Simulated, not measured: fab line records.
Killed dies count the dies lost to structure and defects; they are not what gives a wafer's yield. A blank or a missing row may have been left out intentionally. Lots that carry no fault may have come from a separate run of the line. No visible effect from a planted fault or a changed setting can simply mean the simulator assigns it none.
fab line records :: flow n5_finfet
[record]
  lots = 5
  wafers = 14
  last_day = 16
route steps=1938 shown SD_EPI_P@308 SD_ACTIVATION@330 ILD0@335 SDB@347 BEOL_M4@1111 PASSIVATION@1936
lots with no fault: from the same line, run without faults
start_h: hours from the record's first day to the start of the lot's first wafer shown :: wait_h: hours since the lot's step before :: " same as the row above :: L1.1+2: one row covering several wafers at once :: - no value present, or no start provided :: * or withheld: withheld :: < > ~ a bound
route shown NAME@n: NAME is a module with steps in the file, n the number in the route of the first one :: usual: the fault-free wafers' mean and standard deviation :: same: alike in all rows :: chamber/n: place in a boat :: sites: readings site by site :: _std_site: how widely they spread, as a standard deviation :: _edge_site: the outer-site mean with the inner-site mean subtracted :: radius_mm: for every site, how far away it sits from the centre of the wafer :: mask NAME#n: copy n :: behind: the most recent tool/chamber to have shaped the wafer :: hold: why the lot was held/for how many hours/how that ended :: device: names the non-switching transistor (n, p or np) :: end of line: the tests these same wafers got at the end of their route :: for a step that has no rows: nothing shown but its recipe :: killed: count of dies lost to structure and defects at first sort (not the wafer's yield) :: map: a wafer's dies, marking killed ones x, the rest . and places with no die _
set.NAME: setting as actually run; set.NAME@STEP: the setting as run at that earlier step :: model.NAME: the simulator's own value behind a step, which no gauge read
lots seen at some steps along the route; tables by step, rows by wafer
[[steps]]
[step N5_SD_EPI_P_ETCH_37]
[recipe]
  chemistry = N2/H2
  target = SOC
  overetch_a = 1080
  mask_material = SiARC
  temp_c = 40
  ion_energy_ev = 100
  source_w = 3000
  bias_w = 133
  pressure_mtorr = 20
  time_s = 486
  n2_flow_sccm = 200
  h2_flow_sccm = 200
  ends = end_point
[step N5_SD_EPI_P_STRIP_38]
[recipe]
  chemistry = N2/H2
  temp_c = 40
  n2_flow_sccm = 200
  h2_flow_sccm = 200
  rf_frequency_hz = 6e+07
[step N5_SD_EPI_P_ETCHBACK_46]
[recipe]
  chemistry = CH3F/O2
  mode = anisotropic_etchback
  target = SiNx
  target_depth_a = 175
  stop_on = SiO2
  over_etch_frac = 0.3
  ion_energy_ev = 120
  pressure_mtorr = 30
  source_w = 395
  bias_w = 73
  Ar_flow_sccm = 150
  CH3F_flow_sccm = 30
  O2_flow_sccm = 20
[step N5_SD_EPI_P_ETCH_47]
[recipe]
  chemistry = CH3F/O2
  target = SiOCN
  target_depth_a = 250
  mask_material = SOC
  ion_energy_ev = 60
  bias_w = 29
  pressure_mtorr = 30
  source_w = 410
  Ar_flow_sccm = 150
  CH3F_flow_sccm = 30
  O2_flow_sccm = 20
[step N5_SD_EPI_P_ETCH_16]
[recipe]
  chemistry = CHF3/O2
  target = SiO2
  target_depth_a = 50
  mask_material = SOC
  pressure_mtorr = 30
  source_w = 650
  bias_w = 170
  Ar_flow_sccm = 200
  CHF3_flow_sccm = 50
  O2_flow_sccm = 5
  ion_energy_ev = 200
[step N5_SD_EPI_P_STRIP_50]
[recipe]
  chemistry = CHF3/O2
  resist = SiARC
  rf_frequency_hz = 6e+07
[step N5_SD_EPI_P_SD_RECESS_17]
[recipe]
  chemistry = HBr/Cl2/O2
  target_depth_a = 391
  bt_time_s = 3
  pressure_mtorr = 10
  icp_w = 800
  bias_w = 112
  HBr_flow_sccm = 150
  Cl2_flow_sccm = 80
  O2_flow_sccm = 12
[step N5_SD_EPI_P_WET_ETCH_45]
[recipe]
  chemistry = dHF
  dilution = withheld
  time_s = 10.7
  target = SiO2
  target_depth_a = 20
  temp_c = 25
  dry = ipa_marangoni
  rinse_time_s = 30
  rinse_temp_c = 23
[step N5_SD_EPI_P_STRIP_40]
[recipe]
  chemistry = N2/H2
  power_w = 1000
  temp_c = 250
  h2_frac = 0.65
  overash_fraction = 0.3
  pressure_mtorr = withheld
  n2_flow_sccm = 1750
  h2_flow_sccm = 3250
[step N5_SD_EPI_P_PRECLEAN_52]
[recipe]
  chemistry = O3/DIW
  time_s = 60
  temp_c = 22
  o3_ppm = 10
[step N5_SD_EPI_P_SRD_20]
[recipe]
  dry = ipa_marangoni
  do_ppb = 5
  time_s = 30
  temp_c = 23
  rinse_liquid = diw
[step N5_SD_EPI_P_PRECLEAN_51]
[recipe]
  chemistry = NF3:NH3
  afs_cycles = 1
  temp_c = 30
  time_s = 20
  sublimation_temp_c = 180
  sublimation_time_s = 60
  pressure_torr = 3
  rf_power_w = 30
[step N5_SD_EPI_P_VAPOR_ETCH_44]
[recipe]
  chemistry = NF3/Ar
  target = SiGe30
  temp_c = 25
  time_s = 3.3
  mode = isotropic
lot.wafer: L731.2+3+5
tool: epi_rpcvd-03
chamber: 0
start_h: 67.14
wait_h: 0.1

lot.wafer: L737.3+4+6
tool: epi_rpcvd-02
chamber: 0
start_h: 103.27
wait_h: 0.3

lot.wafer: L744.1+3+4
tool: epi_rpcvd-03
chamber: 0
start_h: 145.41
wait_h: 0.1

lot.wafer: L746.4+5
tool: epi_rpcvd-03
chamber: 0
start_h: 157.28
wait_h: 0.1

lot.wafer: L748.1+3+4
tool: epi_rpcvd-03
chamber: 0
start_h: 168.26
wait_h: 0.1
[step N5_SD_EPI_P_EPI_21]
[recipe]
  material = SiGe:B
  dopant = B
  temp_c = 550
  pressure_torr = 20
  ambient = H2
  time_s = 355
[step N5_SD_EPI_P_HM_STRIP_48]
[recipe]
  chemistry = H3PO4
  temp_c = 160
  material = SiNx
  target = SiNx
  target_depth_a = 30
  overetch_fraction = 0.3
[step N5_SD_EPI_P_SRD_49]
[recipe]
  dry = ipa_marangoni
  time_s = 30
  temp_c = 23
  rinse_liquid = diw
[step N5_SD_EPI_P_PRECLEAN_24]
[recipe]
  chemistry = O3/DIW
  time_s = 45
  temp_c = 22
  o3_ppm = 10
[step N5_SD_EPI_P_PRECLEAN_32]
[recipe]
  chemistry = dHF
  time_s = 10
  dilution = 500:1
  temp_c = 25
[step N5_SD_EPI_P_PRECLEAN_33]
[recipe]
  chemistry = SC2
  time_s = 45
  temp_c = 35
  mix = 1:1:50
[step N5_SD_EPI_P_SRD_25]
[recipe]
  time_s = 30
  temp_c = 23
  rinse_liquid = diw
  dry = ipa_marangoni
[step N5_SD_ACTIVATION_RTA_00]
[recipe]
  temp_c = 975
  time_s = 0
  ambient = N2
  idle_temp_c = 600
  ramp_up_c_per_s = 150
  ramp_down_c_per_s = 60
  cool_to_c = 600
[step N5_SD_ACTIVATION_LSA_01]
[recipe]
  temp_c = 1080
  time_s = 0.0008
  ambient = N2
[step N5_ILD0_LINER_00]
[recipe]
  material = SiNx
  target_thk_a = 40
  temp_c = 400
  ald_precursor_family = SiH2I2
  ald_co_reactant = N2/H2-plasma
  pulse_time_s = 1
  purge_time_s = 2
  co_reactant_purge_time_s = 2
  ald_cycles = 80
  pressure_torr = 2
[step N5_ILD0_FCVD_FILL_01]
[recipe]
  material = SiO2_flowable
  target_thk_a = 2000
  temp_c = 100
  pressure_torr = 0.8
  rf_w = 2000
  time_s = 328.3
[step N5_ILD0_CURE_02]
[recipe]
  temp_c = 450
  time_s = 1800
  ambient = steam
  idle_temp_c = 400
  ramp_up_c_per_min = 5
  ramp_down_c_per_min = 3
  densification_p_h2o_torr = 640
[step N5_ILD0_CMP_03]
[recipe]
  stop_on = SiNx
  t_overpolish_s = 1.9
  post_cmp_clean = alkaline_brush
  down_force_psi = 4.1491
  platen_rpm = 51.796
  pad_velocity_m_s = 1.0306
  target_thk_nm = 197.38
[step N5_ILD0_CMP_07]
[recipe]
  stop_on = poly-Si
  material = SiO2_flowable
  t_overpolish_s = 1.18
  post_cmp_clean = alkaline_brush
  down_force_psi = 4.1491
  platen_rpm = 51.796
  pad_velocity_m_s = 1.0306
  target_thk_nm = 138.88
[step N5_ILD0_PRECLEAN_10]
[recipe]
  chemistry = NF3:NH3
  afs_cycles = 5
  time_s = 20
  temp_c = 30
  sublimation_temp_c = 180
  sublimation_time_s = 60
  pressure_torr = 3
  rf_power_w = 30
[step N5_ILD0_ALD_15]
[recipe]
  material = SiNx
  target_thk_a = 240
  temp_c = 400
  ald_precursor_family = SiH2I2
  ald_co_reactant = N2/H2-plasma
  pulse_time_s = 1
  ald_cycles = 480
  purge_time_s = 2
  co_reactant_purge_time_s = 2
  pressure_torr = 2
[step N5_ILD0_CMP_12]
[recipe]
  stop_on = poly-Si
  material = SiNx
  t_overpolish_s = 6
  post_cmp_clean = alkaline_brush
  down_force_psi = 2.5
  platen_rpm = 51.8
  pad_velocity_m_s = 1.0307
  target_thk_nm = 17.67
[step N5_SDB_HM_DEP_00]
[recipe]
  material = SiNx
  target_thk_a = 400
  temp_c = 400
  precursor = SiH4/NH3/N2
  pressure_torr = 1.5
  rf_w = 300
  time_s = 35.3
[step N5_SDB_COAT_03]
[recipe]
  resist = SOC
  temp_c = 250
  time_s = 60
  spin_rpm = 1500
  resist_thk_nm = 100
[step N5_SDB_COAT_04]
[recipe]
  resist = SiARC
  temp_c = 220
  time_s = 60
  spin_rpm = 1500
  resist_thk_nm = 18
[step N5_BEOL_M4_RC_MEAS_101]
[usual]
  DIBL_N = 35.8/1.8
  DIBL_P = 35.6/2
  IOFF_N = 0.148/0.028
  IOFF_P = 0.20/0.034
  ION_N = 672/12
  ION_P = 462/8.5
  REXT_P = 100.4/2.1
  SS_N = 71.2/0.65
  SS_P = 73.1/0.67
  VT_N = 251/3.3
  VT_P = -251/3.8
lot.wafer: L731.2
tool: prober-01
chamber: 0
start_h: 168.42
wait_h: 0.2
DIBL_N[mV/V]: 32.4
DIBL_P[mV/V]: 32.2
IOFF_N[nA/um]: 0.107
IOFF_P[nA/um]: 0.17
ION_N[uA/um]: 660
ION_P[uA/um]: 460
REXT_P[ohm.um]: 97.2
SS_N[mV/dec]: 71.4
SS_P[mV/dec]: 71.9
VT_N[mV]: 257
VT_P[mV]: -252

lot.wafer: L731.3
tool: prober-01
chamber: 0
start_h: 168.42
wait_h: 0.2
DIBL_N[mV/V]: 36.7
DIBL_P[mV/V]: 36.5
IOFF_N[nA/um]: 0.182
IOFF_P[nA/um]: 0.23
ION_N[uA/um]: 689
ION_P[uA/um]: 468
REXT_P[ohm.um]: 98.1
SS_N[mV/dec]: 71.9
SS_P[mV/dec]: 73.5
VT_N[mV]: 249
VT_P[mV]: -249

lot.wafer: L731.5
tool: prober-01
chamber: 0
start_h: 168.42
wait_h: 0.2
DIBL_N[mV/V]: 34.7
DIBL_P[mV/V]: 34.9
IOFF_N[nA/um]: 0.139
IOFF_P[nA/um]: 0.19
ION_N[uA/um]: 677
ION_P[uA/um]: 465
REXT_P[ohm.um]: 99.0
SS_N[mV/dec]: 71.4
SS_P[mV/dec]: 72.2
VT_N[mV]: 255
VT_P[mV]: -251

lot.wafer: L737.3
tool: prober-01
chamber: 0
start_h: 204.53
wait_h: 0.3
DIBL_N[mV/V]: 34.5
DIBL_P[mV/V]: 34.1
IOFF_N[nA/um]: 0.130
IOFF_P[nA/um]: 0.21
ION_N[uA/um]: 667
ION_P[uA/um]: 461
REXT_P[ohm.um]: 100.6
SS_N[mV/dec]: 70.9
SS_P[mV/dec]: 72.8
VT_N[mV]: 254
VT_P[mV]: -248

lot.wafer: L737.4
tool: prober-01
chamber: 0
start_h: 204.53
wait_h: 0.3
DIBL_N[mV/V]: 34.9
DIBL_P[mV/V]: 34.2
IOFF_N[nA/um]: 0.126
IOFF_P[nA/um]: 0.21
ION_N[uA/um]: 667
ION_P[uA/um]: 468
REXT_P[ohm.um]: 99.5
SS_N[mV/dec]: 70.9
SS_P[mV/dec]: 72.9
VT_N[mV]: 253
VT_P[mV]: -248

lot.wafer: L737.6
tool: prober-01
chamber: 0
start_h: 204.53
wait_h: 0.3
DIBL_N[mV/V]: 34.5
DIBL_P[mV/V]: 32.8
IOFF_N[nA/um]: 0.126
IOFF_P[nA/um]: 0.19
ION_N[uA/um]: 676
ION_P[uA/um]: 471
REXT_P[ohm.um]: 100.8
SS_N[mV/dec]: 70.6
SS_P[mV/dec]: 73.7
VT_N[mV]: 253
VT_P[mV]: -252

lot.wafer: L744.1
tool: prober-02
chamber: 0
start_h: 261.98
wait_h: 0.0
DIBL_N[mV/V]: 34.0
DIBL_P[mV/V]: 37.4
IOFF_N[nA/um]: 0.135
IOFF_P[nA/um]: 0.32
ION_N[uA/um]: 668
ION_P[uA/um]: 487
REXT_P[ohm.um]: 92.4
SS_N[mV/dec]: 71.5
SS_P[mV/dec]: 73.4
VT_N[mV]: 252
VT_P[mV]: -239

lot.wafer: L744.3
tool: prober-02
chamber: 0
start_h: 261.98
wait_h: 0.0
DIBL_N[mV/V]: 35.9
DIBL_P[mV/V]: 35.7
IOFF_N[nA/um]: 0.171
IOFF_P[nA/um]: 0.24
ION_N[uA/um]: 679
ION_P[uA/um]: 466
REXT_P[ohm.um]: 102.5
SS_N[mV/dec]: 71.1
SS_P[mV/dec]: 74.0
VT_N[mV]: 248
VT_P[mV]: -247

lot.wafer: L744.4
tool: prober-02
chamber: 0
start_h: 261.98
wait_h: 0.0
DIBL_N[mV/V]: 33.3
DIBL_P[mV/V]: 33.4
IOFF_N[nA/um]: 0.128
IOFF_P[nA/um]: 0.21
ION_N[uA/um]: 660
ION_P[uA/um]: 468
REXT_P[ohm.um]: 101.5
SS_N[mV/dec]: 70.8
SS_P[mV/dec]: 72.4
VT_N[mV]: 250
VT_P[mV]: -249

lot.wafer: L746.4
tool: prober-02
chamber: 0
start_h: 264.67
wait_h: 0.5
DIBL_N[mV/V]: 39.0
DIBL_P[mV/V]: 40.2
IOFF_N[nA/um]: 0.174
IOFF_P[nA/um]: 0.21
ION_N[uA/um]: 670
ION_P[uA/um]: 449
REXT_P[ohm.um]: 97.5
SS_N[mV/dec]: 72.3
SS_P[mV/dec]: 73.7
VT_N[mV]: 253
VT_P[mV]: -252

lot.wafer: L746.5
tool: prober-02
chamber: 0
start_h: 264.67
wait_h: 0.5
DIBL_N[mV/V]: 37.0
DIBL_P[mV/V]: 40.8
IOFF_N[nA/um]: 0.135
IOFF_P[nA/um]: 0.25
ION_N[uA/um]: 655
ION_P[uA/um]: 465
REXT_P[ohm.um]: 90.4
SS_N[mV/dec]: 71.7
SS_P[mV/dec]: 74.1
VT_N[mV]: 256
VT_P[mV]: -248

lot.wafer: L748.1
tool: prober-02
chamber: 0
start_h: 273.76
wait_h: 0.0
DIBL_N[mV/V]: 34.3
DIBL_P[mV/V]: 37.7
IOFF_N[nA/um]: 0.113
IOFF_P[nA/um]: 0.25
ION_N[uA/um]: 658
ION_P[uA/um]: 475
REXT_P[ohm.um]: 93.5
SS_N[mV/dec]: 70.9
SS_P[mV/dec]: 73.0
VT_N[mV]: 258
VT_P[mV]: -249

lot.wafer: L748.3
tool: prober-02
chamber: 0
start_h: 273.76
wait_h: 0.0
DIBL_N[mV/V]: 33.6
DIBL_P[mV/V]: 33.0
IOFF_N[nA/um]: 0.107
IOFF_P[nA/um]: 0.14
ION_N[uA/um]: 659
ION_P[uA/um]: 453
REXT_P[ohm.um]: 103.1
SS_N[mV/dec]: 70.2
SS_P[mV/dec]: 71.4
VT_N[mV]: 256
VT_P[mV]: -256

lot.wafer: L748.4
tool: prober-02
chamber: 0
start_h: 273.76
wait_h: 0.0
DIBL_N[mV/V]: 38.4
DIBL_P[mV/V]: 39.4
IOFF_N[nA/um]: 0.190
IOFF_P[nA/um]: 0.24
ION_N[uA/um]: 689
ION_P[uA/um]: 467
REXT_P[ohm.um]: 100.1
SS_N[mV/dec]: 71.5
SS_P[mV/dec]: 73.6
VT_N[mV]: 249
VT_P[mV]: -251
[step N5_PASSIVATION_PROBE_49]
[usual]
  defect_limited_yield = 91.3/1.5
  killed_at_M0_to_M3 = 34/11
  killed_at_M4_up = 14/6.1
  killed_at_contacts = 12/5.9
  killed_at_front_end = 39/11
  killed_at_other = 4/3.3
  killed_dies = 102/18
  killed_open = 67/13
  killed_short = 33/7.9
  sort_bin_5_function = 5.1/1
  sort_bin_6_memory = 3.3/0.7
  sort_n_pass = 1077/19
  sort_yield_pct = 91.3/1.6
[same]
  gross_dies = 1180
  killed_at_back_side = 0
  sort_bin_4_leakage[%] = 0
  sort_bin_8_speed[%] = 0
lot.wafer: L746.4
tool: prober-01
chamber: -
start_h: 370.19
wait_h: 0.2
defect_limited_yield[%]: 93.9
killed_at_M0_to_M3: 27
killed_at_M4_up: 10
killed_at_contacts: 4
killed_at_front_end: 30
killed_at_other: 1
killed_dies: 72
killed_open: 49
killed_short: 20
sort_bin_5_function[%]: 3.3
sort_bin_6_memory[%]: 2.6
sort_n_pass: 1108
sort_yield_pct[%]: 93.9

lot.wafer: L746.5
tool: prober-01
chamber: -
start_h: 370.24
wait_h: 0.2
defect_limited_yield[%]: 91.4
killed_at_M0_to_M3: 22
killed_at_M4_up: 11
killed_at_contacts: 22
killed_at_front_end: 40
killed_at_other: 7
killed_dies: 102
killed_open: 59
killed_short: 39
sort_bin_5_function[%]: 4.5
sort_bin_6_memory[%]: 3.6
sort_n_pass: 1078
sort_yield_pct[%]: 91.4
// killed by level:class
L746.4 BEOL_M1:geometric_particle:open=12 FIN_SAQP:geometric_particle:short=10 FIN_SAQP:geometric_particle:open=6 BEOL_M0:geometric_particle:open=6 DUMMY_GATE:geometric_particle:open=4 STI_FIN_REVEAL:geometric_particle:open=3 STARTING-WAFER:geometric_particle:open=3 BEOL_M9:geometric_particle:open=2
L746.5 FIN_SAQP:geometric_particle:short=19 MOL_CONTACT_COAG:geometric_particle:open=18 BEOL_M0_SAQP:geometric_particle:open=8 BEOL_M0_SAQP:geometric_particle:short=7 MOL_CONTACT_COAG:geometric_particle:short=3 STI_FIN_REVEAL:geometric_particle:open=3 BEOL_M2:geometric_particle:open=3 BEOL_M5:geometric_particle:open=3
[[key]]
[first_sign]
  step = N5_BEOL_M4_RC_MEAS_101
  reading = REXT_P
  direction = down
  sigmas = 4
  usual = 100.4
  struck = 92.1
[effect]
  step = N5_BEOL_M4_RC_MEAS_101
  reading = IOFF_P
  direction = up
  sigmas = 2.2
  usual = 0.20
  struck = 0.27
met_at N5_SD_EPI_P_VAPOR_ETCH_44
struck_wafers L744.1,L746.5,L748.1
onset_between 67.14 145.41
[fault]
  kind = process_parameter_drift
  tool = epi_rpcvd-03
  chamber = -
  onset_h = 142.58
  steps = N5_SD_EPI_P_VAPOR_ETCH_44
  channel = time_s
  offset = *
  shape = step
  end_h = 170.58
  scope = struck_wafers_only
  acts_in = *
  stated = *
